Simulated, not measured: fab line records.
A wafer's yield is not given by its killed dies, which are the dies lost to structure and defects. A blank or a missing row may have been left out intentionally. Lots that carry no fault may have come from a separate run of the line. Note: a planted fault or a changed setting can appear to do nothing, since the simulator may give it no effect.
fab line records	flow n5Finfet
record lots=7	wafers=21
route steps=1938 shown HKMG_FIN@386 GATE_CUT@490 MOL_CONTACT_COAG@537 BEOL_M0_SAQP@641 BEOL_M0@715
startH: start of the lot's first displayed wafer, in hours after the record's first day	waitH: hours since the lot's step before	" repeats the value in the row above	L1.1+2: a single row standing in for several wafers	- either no value or no given start	* or withheld: withheld	< > ~ a bound
route shown NAME@n: a module of which the file shows steps, and the number in the route of the first	usual: the fault-free wafers' mean and standard deviation	same: alike in all rows	chamber/n: place in a boat	sites: each site's reading	_std_site: standard deviation of those values	_edge_site: mean of outer sites minus mean of inner sites	radiusMm: how far each site lies from the wafer's centre	mask NAME#n: copy n	behind: the tool/chamber that last shaped the wafer	hold: the reason the lot was held/the length of the hold in hours/how it ended	device: whichever transistor did not switch (one of n, p or np)	end of line: the tests these same wafers got at the end of their route	for a step that has no rows: nothing shown but its recipe	killed: count of dies lost to structure and defects at first sort (not the wafer's yield)	map: shows each die of a wafer: x if killed, . if not, _ if none is there
set.NAME: the setting as run; set.NAME@STEP: as run at that earlier step	model.NAME: the simulator's own value behind a step, which no gauge read
one table per step and one row per wafer, for lots whose settings were changed on purpose
## steps
# step N5_HKMG_FIN_HK_ALD_01
# recipe material=HfO2	targetThkA=16	tempC=withheld	aldPrecursorFamily=HfCl4	aldCoReactant=H2O	pulseTimeS=3	purgeTimeS=3	coReactantPurgeTimeS=2.5	coReactantPulseTimeS=0.3	aldCycles=30
lot.wafer	tool	chamber	startH	waitH	set.aldCycles
L074.1+3+6	aldHk-01	1,2,3	69.24	0.0	30
L078.1	aldHk-02	3	96.02	0.0	35
L078.2+5	"	1,3	"	"	30
L081.1+2+5	aldHk-02	1,2,0	121.08	0.0	30
L088.1+3	aldHk-01	1,3	154.54	0.0	30
L088.6	"	2	"	"	27
L090.1+2	aldHk-01	0,2	165.17	0.0	28
L090.3	"	3	"	"	30
L096.1+4	aldHk-03	2,1	204.11	0.0	34
L096.2	"	3	"	"	30
L097.1	aldHk-02	1	207.20	0.0	30
L097.5+6	"	2,1	"	"	33
# step N5_HKMG_FIN_EXPOSE_46
# recipe maskId=NDIPOLE	na=1.35	sourceShape=conventional	sigmaOuter=0.8	polarization=unpolarized	doseMj=40
lot.wafer	tool	chamber	startH	waitH	mask	set.doseMj
L074.1+6	arfiScanner-02	0	70.21	-	NDIPOLE#0	40
L074.3	"	0	"	"	NDIPOLE#0	37.7
L078.1+2+5	arfiScanner-01	0	96.88	-	NDIPOLE#0	40
L081.1+2+5	arfiScanner-03	0	122.06	-	NDIPOLE#0	40
L088.1	arfiScanner-01	0	155.40	-	NDIPOLE#0	41.57
L088.3+6	"	0	"	"	NDIPOLE#0	40
L090.1+3	arfiScanner-01	0	165.99	-	NDIPOLE#0	38.55
L090.2	"	0	"	"	NDIPOLE#0	40
L096.1+4	arfiScanner-03	0	204.95	-	NDIPOLE#0	40
L096.2	"	0	"	"	NDIPOLE#0	41.45
L097.1+5	arfiScanner-01	0	208.02	-	NDIPOLE#0	40
L097.6	"	0	"	"	NDIPOLE#0	37.48
# step N5_HKMG_FIN_PEB_47
# recipe pebTempC=withheld	pebTimeS=60	resist=CAR-ArF
# step N5_HKMG_FIN_DEVELOP_48
# recipe developTimeS=30	developer=TMAH	resist=CAR-ArF	rinseLiquid=diw	dry=airSpin	devTempC=23
# step N5_HKMG_FIN_CD_MEAS_49
# recipe targetCdNm=202	landingEnergyEv=500	detector=seInlens	polarity=opening
# usual cdNm=202.2/0.68
lot.wafer	tool	chamber	startH	waitH	set.doseMj@HKMG_FIN_EXPOSE_46	cdNm
L074.1	cdSem-01	0	70.33	-	40	201.9
L074.3	"	0	"	"	37.7	198.4
L074.6	"	0	"	"	40	202.1
L078.1	cdSem-03	0	97.01	-	40	202.7
L078.2	"	0	"	"	40	202.8
L078.5	"	0	"	"	40	203.2
L081.1	cdSem-02	0	122.18	-	40	202.0
L081.2	"	0	"	"	40	203.0
L081.5	"	0	"	"	40	201.6
L088.1	cdSem-02	0	155.52	-	41.57	203.8
L088.3	"	0	"	"	40	200.7
L088.6	"	0	"	"	40	202.9
L090.1	cdSem-02	0	166.11	-	38.55	201.1
L090.2	"	0	"	"	40	203.6
L090.3	"	0	"	"	38.55	200.3
L096.1	cdSem-02	0	205.07	-	40	202.3
L096.2	"	0	"	"	41.45	204.8
L096.4	"	0	"	"	40	201.8
L097.1	cdSem-02	0	208.14	-	40	201.1
L097.5	"	0	"	"	40	202.3
L097.6	"	0	"	"	37.48	197.8
# step N5_HKMG_FIN_ETCH_55
# recipe chemistry=N2/H2	target=SOC	targetDepthA=2400	tempC=40	timeS=300	ionEnergyEv=200	maskMaterial=SiARC	pressureMtorr=30	sourceW=840	biasW=150	n2FlowSccm=200	h2FlowSccm=200
lot.wafer	tool	chamber	startH	waitH	set.h2FlowSccm
L074.1+3+6	rieDiel-04	2,3,1	70.51	0.0	200
L078.1+5	rieDiel-03	3	97.18	0.0	200
L078.2	"	2	"	"	213.9
L081.1+2+5	rieDiel-04	2,0,2	122.38	0.0	200
L088.1	rieDiel-01	3	155.80	0.0	200
L088.3+6	"	0	"	"	195.4
L090.1+2+3	rieDiel-04	3,2,1	166.29	0.0	200
L096.1+2	rieDiel-04	3,2	205.25	0.0	209.1
L096.4	"	0	"	"	200
L097.1+6	rieDiel-01	0,1	208.60	0.0	200
L097.5	"	3	"	"	196
# step N5_HKMG_FIN_STRIP_56
# recipe chemistry=N2/H2	tempC=40	n2FlowSccm=200	h2FlowSccm=200	rfFrequencyHz=6e+07
# step N5_HKMG_FIN_STRIP_57
# recipe chemistry=CF4	resist=SiARC	powerW=300	biasPowerW=75	pressureMtorr=50	cf4FlowSccm=150	rfFrequencyHz=6e+07
# step N5_HKMG_FIN_WET_ETCH_82
# recipe chemistry=dHCl	mix=1:10000	tempC=25	target=La2O3	stopOn=HfO2	targetDepthNm=2	dry=ipaMarangoni	rinseTimeS=30	rinseTempC=23
# step N5_HKMG_FIN_ALD_36
# recipe material=TiN	targetThkA=10	tempC=400	aldPrecursorFamily=TiCl4	aldCoReactant=NH3	pulseTimeS=1	purgeTimeS=3	coReactantPurgeTimeS=2	coReactantPulseTimeS=2	aldCycles=47	pressureTorr=3
# step N5_HKMG_FIN_THK_MEAS_70
# recipe thkMeasGauge=xrf	reads=HfO2_of_HKMG_FIN_HK_ALD_01
# usual HK_THK=1.593/0.018
lot.wafer	tool	chamber	startH	waitH	set.aldCycles@HKMG_FIN_HK_ALD_01	HK_THK[nm]
L074.1	filmMetro-02	-	72.84	0.2	30	1.607
L074.3	"	-	"	"	30	1.609
L074.6	"	-	"	"	30	1.595
L078.1	filmMetro-01	-	99.52	0.2	35	1.837
L078.2	"	-	"	"	30	1.587
L078.5	"	-	"	"	30	1.593
L081.1	filmMetro-01	-	124.71	0.2	30	1.574
L081.2	"	-	"	"	30	1.563
L081.5	"	-	"	"	30	1.610
L088.1	filmMetro-02	-	158.11	0.2	30	1.619
L088.3	"	-	"	"	30	1.627
L088.6	"	-	"	"	27	1.398
L090.1	filmMetro-02	-	168.80	0.2	28	1.519
L090.2	"	-	"	"	28	1.487
L090.3	"	-	"	"	30	1.609
L096.1	filmMetro-01	-	207.58	0.2	34	1.788
L096.2	"	-	"	"	30	1.596
L096.4	"	-	"	"	34	1.796
L097.1	filmMetro-02	-	211.13	0.2	30	1.616
L097.5	"	-	"	"	33	1.775
L097.6	"	-	"	"	33	1.767
# step N5_GATE_CUT_DESCUM_18
# recipe chemistry=O2	timeS=7	sourcePowerW=50	biasPowerW=20	pressureMtorr=20	rfFrequencyHz=2.712e+07	tempC=40	resist=CAR-EUV	o2FlowSccm=225
lot.wafer	tool	chamber	startH	waitH	set.timeS	model.CAR-EUV_of_GATE_CUT_COAT_07.thkNm
L074.1+3	rieDiel-02	0,3	82.05	0.0	5.613	26.8
L074.6	"	2	"	"	7	26
L078.1	rieDiel-05	3	109.07	0.1	5.751	26.6
L078.2+5	"	2,0	"	"	7	26
L081.1+2+5	rieDiel-05	1,2,2	134.26	0.0	7	26.2
L088.1	rieDiel-05	3	168.00	0.3	7	26
L088.3	"	0	"	"	5.596	26.8
L088.6	"	0	"	"	7	26.2
L090.1	rieDiel-02	0	178.17	0.0	7	26
L090.2+3	"	2,3	"	"	7.898	25.6
L096.1	rieDiel-05	3	217.47	0.4	7	26
L096.2+4	"	1,2	"	"	7.59	25.8
L097.1	rieDiel-02	0	221.32	0.3	7	26
L097.5+6	"	0,1	"	"	8.493	25.2
# step N5_GATE_CUT_ETCH_28
# recipe chemistry=N2/H2	target=underlayer	targetDepthA=130	maskMaterial=CAR-EUV	timeS=10.4	ionEnergyEv=200	pressureMtorr=30	sourceW=840	biasW=150	n2FlowSccm=200	h2FlowSccm=200	ends=cleared
lot.wafer	tool	chamber	startH	waitH	set.timeS@GATE_CUT_DESCUM_18	model.CAR-EUV_of_GATE_CUT_COAT_07.thkNm
L074.1+3	rieDiel-02	0,3	82.08	0.0	5.613	15.4
L074.6	"	2	"	"	7	14.4
L078.1	rieDiel-05	3	109.10	0.0	5.751	15.2
L078.2	"	2	"	"	7	14.4
L078.5	"	0	"	"	7	14.6
L081.1+2+5	rieDiel-05	1,2,2	134.30	0.0	7	14.6
L088.1	rieDiel-05	3	168.03	0.0	7	14.6
L088.3	"	0	"	"	5.596	15.4
L088.6	"	0	"	"	7	14.8
L090.1	rieDiel-02	0	178.20	0.0	7	14.6
L090.2	"	2	"	"	7.898	14
L090.3	"	3	"	"	7.898	14.2
L096.1	rieDiel-05	3	217.51	0.0	7	14.6
L096.2	"	1	"	"	7.59	14.4
L096.4	"	2	"	"	7.59	14.2
L097.1	rieDiel-02	0	221.36	0.0	7	14.6
L097.5+6	"	0,1	"	"	8.493	13.8
# step N5_MOL_CONTACT_COAG_ETCH_15
# recipe chemistry=CH3F/O2	target=SiNx	targetDepthA=70	maskMaterial=SOC	stopOn=Si:P	overEtchFrac=0.75	ionEnergyEv=120	pressureMtorr=30	sourceW=395	biasW=73	Ar_flow_sccm=150	CH3F_flow_sccm=30	O2_flow_sccm=20
# usual rfVppV=294/4.3
lot.wafer	tool	chamber	startH	waitH	set.sourceW	rfVppV
L074.1	rieDiel-03	3	86.46	0.0	395	285
L074.3	"	1	"	"	328.5	321
L074.6	"	0	"	"	328.5	323
L078.1	rieDiel-04	3	113.20	0.0	395	297
L078.2	"	2	"	"	395	295
L078.5	"	0	"	"	395	291
L081.1	rieDiel-04	3	139.49	0.0	395	296
L081.2	"	1	"	"	395	297
L081.5	"	3	"	"	395	296
L088.1	rieDiel-04	1	173.40	0.0	395	296
L088.3	"	2	"	"	395	296
L088.6	"	2	"	"	395	295
L090.1	rieDiel-01	1	182.30	0.0	395	302
L090.2	"	2	"	"	395	295
L090.3	"	0	"	"	395	297
L096.1	rieDiel-04	3	221.75	0.0	395	297
L096.2	"	0	"	"	420.4	281
L096.4	"	2	"	"	420.4	288
L097.1	rieDiel-04	0	225.45	0.0	395	289
L097.5	"	2	"	"	395	296
L097.6	"	1	"	"	395	298
# step N5_BEOL_M0_SAQP_COAT_81
# recipe resist=SOC	tempC=250	timeS=60	spinRpm=1500	resistThkNm=100
lot.wafer	tool	chamber	startH	waitH	set.spinRpm	model.SOC_of_BEOL_M0_SAQP_COAT_81.thkNm
L074.1	lithoTrack-02	0	107.90	0.1	1557	98.4
L074.3	"	0	"	"	1500	99.8
L074.6	"	0	"	"	1557	98.2
L078.1+5	lithoTrack-02	0	130.19	0.1	1500	100.2
L078.2	"	0	"	"	1500	100.8
L081.1	lithoTrack-02	0	160.07	0.1	1500	99.8
L081.2	"	0	"	"	1500	100
L081.5	"	0	"	"	1500	99.4
L088.1+3	lithoTrack-03	0	194.80	0.1	1457	101.6
L088.6	"	0	"	"	1500	100.2
L090.1+3	lithoTrack-02	0	202.06	0.1	1500	99.4
L090.2	"	0	"	"	1500	99.6
L096.1	lithoTrack-02	0	241.39	0.1	1432	101.4
L096.2	"	0	"	"	1432	101.6
L096.4	"	0	"	"	1500	99.4
L097.1	lithoTrack-04	0	242.41	0.1	1386	104
L097.5	"	0	"	"	1386	104.4
L097.6	"	0	"	"	1500	100
# step N5_BEOL_M0_SAQP_COAT_08
# recipe resist=CAR-ArF	spinRpm=1500	resistThkNm=90
lot.wafer	tool	chamber	startH	waitH	set.spinRpm	model.CAR-ArF_of_BEOL_M0_SAQP_COAT_08.thkNm
L074.1+6	lithoTrack-02	0	-	-	1500	90.2
L074.3	"	0	"	"	1624	86.4
L078.1	lithoTrack-02	0	-	-	1545	89
L078.2+5	"	0	"	"	1500	90
L081.1+2	lithoTrack-02	0	-	-	1500	89.6
L081.5	"	0	"	"	1500	89.8
L088.1	lithoTrack-03	0	-	-	1500	89.8
L088.3	"	0	"	"	1500	90
L088.6	"	0	"	"	1500	89.6
L090.1	lithoTrack-02	0	-	-	1500	90.6
L090.2	"	0	"	"	1586	88
L090.3	"	0	"	"	1500	90.4
L096.1	lithoTrack-02	0	-	-	1422	92.2
L096.2	"	0	"	"	1500	89.6
L096.4	"	0	"	"	1422	92.4
L097.1+5	lithoTrack-04	0	-	-	1500	90
L097.6	"	0	"	"	1391	93.6
# step N5_BEOL_M0_SAQP_EBR_10
# recipe solvent=PGMEA	ebrWidthMm=1.5
# step N5_BEOL_M0_SAQP_SOFTBAKE_09
# recipe tempC=110	timeS=60	resist=CAR-ArF
# step N5_BEOL_M0_SAQP_EXPOSE_11
# recipe maskId=M0_CORE	na=1.35	sourceShape=dipole	sigmaInner=0.538	sigmaOuter=0.738	polarization=te	targetCdNm=42	doseMj=55
# step N5_BEOL_M0_SAQP_PEB_12
# recipe pebTempC=withheld	pebTimeS=60	resist=CAR-ArF
# step N5_BEOL_M0_SAQP_DEVELOP_13
# recipe developTimeS=30	developer=TMAH	resist=CAR-ArF	devTempC=23	rinseLiquid=diw	dry=airSpin
lot.wafer	tool	chamber	startH	waitH	set.spinRpm@BEOL_M0_SAQP_COAT_08	model.CAR-ArF_of_BEOL_M0_SAQP_COAT_08.thkNm
L074.1	lithoTrack-02	0	-	-	1500	88.6
L074.3	"	0	"	"	1624	84.8
L074.6	"	0	"	"	1500	88.4
L078.1	lithoTrack-03	0	-	-	1545	87.4
L078.2+5	"	0	"	"	1500	88.4
L081.1+2	lithoTrack-04	0	-	-	1500	87.8
L081.5	"	0	"	"	1500	88
L088.1+3	lithoTrack-03	0	-	-	1500	88.2
L088.6	"	0	"	"	1500	88
L090.1	lithoTrack-02	0	-	-	1500	88.8
L090.2	"	0	"	"	1586	86.4
L090.3	"	0	"	"	1500	88.6
L096.1	lithoTrack-03	0	-	-	1422	90.6
L096.2	"	0	"	"	1500	88
L096.4	"	0	"	"	1422	90.8
L097.1	lithoTrack-03	0	-	-	1500	88.4
L097.5	"	0	"	"	1500	88.2
L097.6	"	0	"	"	1391	92
# step N5_BEOL_M0_SAQP_DESCUM_19
# recipe chemistry=O2	timeS=7.9	sourcePowerW=50	biasPowerW=20	pressureMtorr=20	rfFrequencyHz=2.712e+07	tempC=40	resist=CAR-ArF	o2FlowSccm=225
# step N5_BEOL_M0_SAQP_ETCH_83
# recipe chemistry=CF4	target=SiARC	targetDepthA=390	maskMaterial=CAR-ArF	timeS=65	ionEnergyEv=80	pressureMtorr=40	sourceW=545	biasW=36	Ar_flow_sccm=100	cf4FlowSccm=100	ends=cleared
lot.wafer	tool	chamber	startH	waitH	set.spinRpm@BEOL_M0_SAQP_COAT_08	model.CAR-ArF_of_BEOL_M0_SAQP_COAT_08.thkNm
L074.1+6	rieDiel-02	2	108.27	0.0	1500	55.6
L074.3	"	3	"	"	1624	52
L078.1	rieDiel-02	1	130.69	0.0	1545	54.6
L078.2+5	"	2,3	"	"	1500	55.4
L081.1	rieDiel-06	1	160.57	0.0	1500	55.2
L081.2	"	2	"	"	1500	55
L081.5	"	0	"	"	1500	55.4
L088.1+3	rieDiel-06	0,1	195.17	0.0	1500	55.4
L088.6	"	0	"	"	1500	55.2
L090.1	rieDiel-06	0	202.55	0.0	1500	56
L090.2	"	1	"	"	1586	53.6
L090.3	"	3	"	"	1500	55.8
L096.1	rieDiel-02	1	242.02	0.0	1422	57.8
L096.2	"	3	"	"	1500	55
L096.4	"	0	"	"	1422	58
L097.1	rieDiel-02	3	242.93	0.0	1500	55.6
L097.5	"	0	"	"	1500	55.4
L097.6	"	3	"	"	1391	59
# step N5_BEOL_M0_SAQP_ETCH_84
# recipe chemistry=N2/H2	target=SOC	targetDepthA=1000	overetchA=200	maskMaterial=SiARC	tempC=40	timeS=150	ionEnergyEv=200	pressureMtorr=30	sourceW=840	biasW=150	n2FlowSccm=200	h2FlowSccm=200
lot.wafer	tool	chamber	startH	waitH	set.spinRpm@BEOL_M0_SAQP_COAT_81	model.etch.depthNm
L074.1	rieDiel-02	2	108.32	0.0	1557	98.33
L074.3	"	3	"	"	1500	99.77
L074.6	"	2	"	"	1557	98.13
L078.1+5	rieDiel-02	1,3	130.74	0.0	1500	100.2
L078.2	"	2	"	"	1500	100.7
L081.1	rieDiel-06	1	160.62	0.0	1500	99.89
L081.2	"	2	"	"	1500	99.98
L081.5	"	0	"	"	1500	99.49
L088.1+3	rieDiel-06	0,1	195.22	0.0	1457	101.5
L088.6	"	0	"	"	1500	100.1
L090.1	rieDiel-06	0	202.60	0.0	1500	99.42
L090.2	"	1	"	"	1500	99.58
L090.3	"	3	"	"	1500	99.31
L096.1	rieDiel-02	1	242.07	0.0	1432	101.4
L096.2	"	3	"	"	1432	101.7
L096.4	"	0	"	"	1500	99.45
L097.1	rieDiel-02	3	242.98	0.0	1386	104
L097.5	"	0	"	"	1386	104.5
L097.6	"	3	"	"	1500	99.94
# step N5_BEOL_M0_SAQP_STRIP_80
# recipe chemistry=N2/H2	tempC=40	n2FlowSccm=200	h2FlowSccm=200	rfFrequencyHz=6e+07
# step N5_BEOL_M0_SAQP_HM_OPEN_112
# recipe chemistry=CHF3/O2	target=SiO2	stopOn=a-Si	targetDepthA=120	overEtchFrac=1.25	maskMaterial=SOC	timeS=13.5	pressureMtorr=30	sourceW=650	biasW=170	Ar_flow_sccm=200	CHF3_flow_sccm=50	O2_flow_sccm=5	ionEnergyEv=200	ends=endPoint
# step N5_BEOL_M0_SAQP_STRIP_113
# recipe chemistry=CHF3/O2	resist=SiARC	rfFrequencyHz=6e+07
# step N5_BEOL_M0_SAQP_MANDREL_ETCH_20
# recipe targetDepthA=600	chemistry=HBr/Cl2	target=a-Si	stopOn=SiNx	btTimeS=10	maskMaterial=SOC	overEtchFrac=0.5	timeS=30	pressureMtorr=10	icpW=800	biasW=75	HBr_flow_sccm=150	Cl2_flow_sccm=80	ends=endPoint
lot.wafer	tool	chamber	startH	waitH	set.spinRpm@BEOL_M0_SAQP_COAT_81	model.SOC_of_BEOL_M0_SAQP_COAT_81.thkNm
L074.1	rieSi-04	2	108.51	0.0	1557	74.2
L074.3	"	1	"	"	1500	75.2
L074.6	"	3	"	"	1557	74
L078.1+5	rieSi-04	1,0	130.93	0.0	1500	76.2
L078.2	"	2	"	"	1500	76.6
L081.1	rieSi-03	3	160.81	0.0	1500	76.8
L081.2	"	0	"	"	1500	76.4
L081.5	"	1	"	"	1500	76
L088.1+3	rieSi-04	3,2	195.41	0.0	1457	77.6
L088.6	"	1	"	"	1500	75.6
L090.1	rieSi-03	2	202.79	0.0	1500	74.6
L090.2	"	0	"	"	1500	76
L090.3	"	1	"	"	1500	75.6
L096.1	rieSi-01	2	242.26	0.0	1432	77.2
L096.2	"	0	"	"	1432	78.2
L096.4	"	1	"	"	1500	75.8
L097.1	rieSi-03	1	243.17	0.0	1386	80.6
L097.5	"	1	"	"	1386	80.8
L097.6	"	2	"	"	1500	75.4
# step N5_BEOL_M0_ETCH_138
# recipe chemistry=CH3F/O2	targetDepthA=120	target=SiCN	timeS=31.6	ionEnergyEv=120	pressureMtorr=30	sourceW=395	biasW=75	Ar_flow_sccm=150	CH3F_flow_sccm=30	O2_flow_sccm=20	ends=cleared
# usual rfVppV=297.3/1.7
lot.wafer	tool	chamber	startH	waitH	set.biasW	rfVppV
L074.1	rieDiel-04	1	114.28	0.0	80.49	309.3
L074.3	"	2	"	"	80.49	309.0
L074.6	"	2	"	"	75	296.5
L078.1	rieDiel-01	2	138.70	0.0	75	294.0
L078.2	"	3	"	"	75	296.3
L078.5	"	3	"	"	75	296.7
L081.1	rieDiel-01	3	167.04	0.0	75	294.9
L081.2	"	2	"	"	75	294.8
L081.5	"	2	"	"	75	296.5
L088.1	rieDiel-01	3	201.39	0.0	78.51	305.8
L088.3	"	1	"	"	75	296.1
L088.6	"	3	"	"	75	298.2
L090.1	rieDiel-03	2	208.48	0.0	75	299.8
L090.2	"	0	"	"	75	297.8
L090.3	"	1	"	"	75	297.8
L096.1	rieDiel-03	2	247.52	0.0	80.98	312.5
L096.2	"	3	"	"	75	297.3
L096.4	"	1	"	"	75	296.7
L097.1	rieDiel-01	0	248.49	0.0	66.48	276.9
L097.5	"	3	"	"	75	296.0
L097.6	"	1	"	"	66.48	272.6
# step N5_BEOL_M0_ETCH_128
# recipe chemistry=CF4/N2	targetDepthA=120	overetchA=51	target=SiCN	timeS=21.4	ionEnergyEv=150	pressureMtorr=40	sourceW=430	biasW=70	Ar_flow_sccm=100	cf4FlowSccm=60	n2FlowSccm=60
# usual rfVppV=381.9/1.8
lot.wafer	tool	chamber	startH	waitH	set.sourceW	rfVppV
L074.1	rieDiel-04	2	115.35	0.3	430	382.1
L074.3	"	3	"	"	430	382.7
L074.6	"	2	"	"	430	381.1
L078.1	rieDiel-01	1	139.61	0.5	430	378.7
L078.2	"	2	"	"	364.7	400.5
L078.5	"	1	"	"	430	380.5
L081.1	rieDiel-04	2	167.85	0.3	430	381.7
L081.2	"	1	"	"	430	380.8
L081.5	"	2	"	"	430	382.1
L088.1	rieDiel-04	3	205.00	0.0	474	368.7
L088.3	"	0	"	"	474	368.2
L088.6	"	3	"	"	430	383.2
L090.1	rieDiel-04	0	210.24	0.0	465	372.2
L090.2	"	2	"	"	465	371.8
L090.3	"	3	"	"	430	381.7
L096.1	rieDiel-03	0	248.87	0.0	360.5	406.6
L096.2	"	3	"	"	360.5	406.5
L096.4	"	1	"	"	430	382.3
L097.1	rieDiel-03	2	249.13	0.0	386.3	398.9
L097.5	"	0	"	"	430	382.1
L097.6	"	3	"	"	430	382.8
## key
split step=N5_HKMG_FIN_HK_ALD_01	setting=aldCycles	stated=30	by=wafer
response step=N5_HKMG_FIN_THK_MEAS_70	reading=HK_THK	change=+0.0161	per=1%	r=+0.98
split step=N5_HKMG_FIN_EXPOSE_46	setting=doseMj	stated=40	by=wafer
response step=N5_HKMG_FIN_CD_MEAS_49	reading=cdNm	change=+0.645	per=1%	r=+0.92
split step=N5_HKMG_FIN_ETCH_55	setting=h2FlowSccm	stated=200	by=wafer
response none clear
split step=N5_GATE_CUT_DESCUM_18	setting=timeS	stated=7	by=wafer
response step=N5_GATE_CUT_DESCUM_18	reading=model.CAR-EUV_of_GATE_CUT_COAT_07.thkNm	change=-0.0357	per=1%	r=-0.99
response step=N5_GATE_CUT_ETCH_28	reading=model.CAR-EUV_of_GATE_CUT_COAT_07.thkNm	change=-0.0401	per=1%	r=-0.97
split step=N5_MOL_CONTACT_COAG_ETCH_15	setting=sourceW	stated=395	by=wafer
response step=N5_MOL_CONTACT_COAG_ETCH_15	reading=rfVppV	change=-2.13	per=1%	r=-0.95
split step=N5_BEOL_M0_SAQP_COAT_81	setting=spinRpm	stated=1500	by=wafer
response step=N5_BEOL_M0_SAQP_COAT_81	reading=model.SOC_of_BEOL_M0_SAQP_COAT_81.thkNm	change=-0.507	per=1%	r=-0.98
response step=N5_BEOL_M0_SAQP_ETCH_84	reading=model.etch.depthNm	change=-0.515	per=1%	r=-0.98
response step=N5_BEOL_M0_SAQP_MANDREL_ETCH_20	reading=model.SOC_of_BEOL_M0_SAQP_COAT_81.thkNm	change=-0.582	per=1%	r=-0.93
split step=N5_BEOL_M0_SAQP_COAT_08	setting=spinRpm	stated=1500	by=wafer
response step=N5_BEOL_M0_SAQP_COAT_08	reading=model.CAR-ArF_of_BEOL_M0_SAQP_COAT_08.thkNm	change=-0.468	per=1%	r=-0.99
response step=N5_BEOL_M0_SAQP_DEVELOP_13	reading=model.CAR-ArF_of_BEOL_M0_SAQP_COAT_08.thkNm	change=-0.461	per=1%	r=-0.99
response step=N5_BEOL_M0_SAQP_ETCH_83	reading=model.CAR-ArF_of_BEOL_M0_SAQP_COAT_08.thkNm	change=-0.452	per=1%	r=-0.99
split step=N5_BEOL_M0_ETCH_138	setting=biasW	stated=75	by=wafer
response step=N5_BEOL_M0_ETCH_138	reading=rfVppV	change=+1.86	per=1%	r=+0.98
split step=N5_BEOL_M0_ETCH_128	setting=sourceW	stated=430	by=wafer
response step=N5_BEOL_M0_ETCH_128	reading=rfVppV	change=-1.44	per=1%	r=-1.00
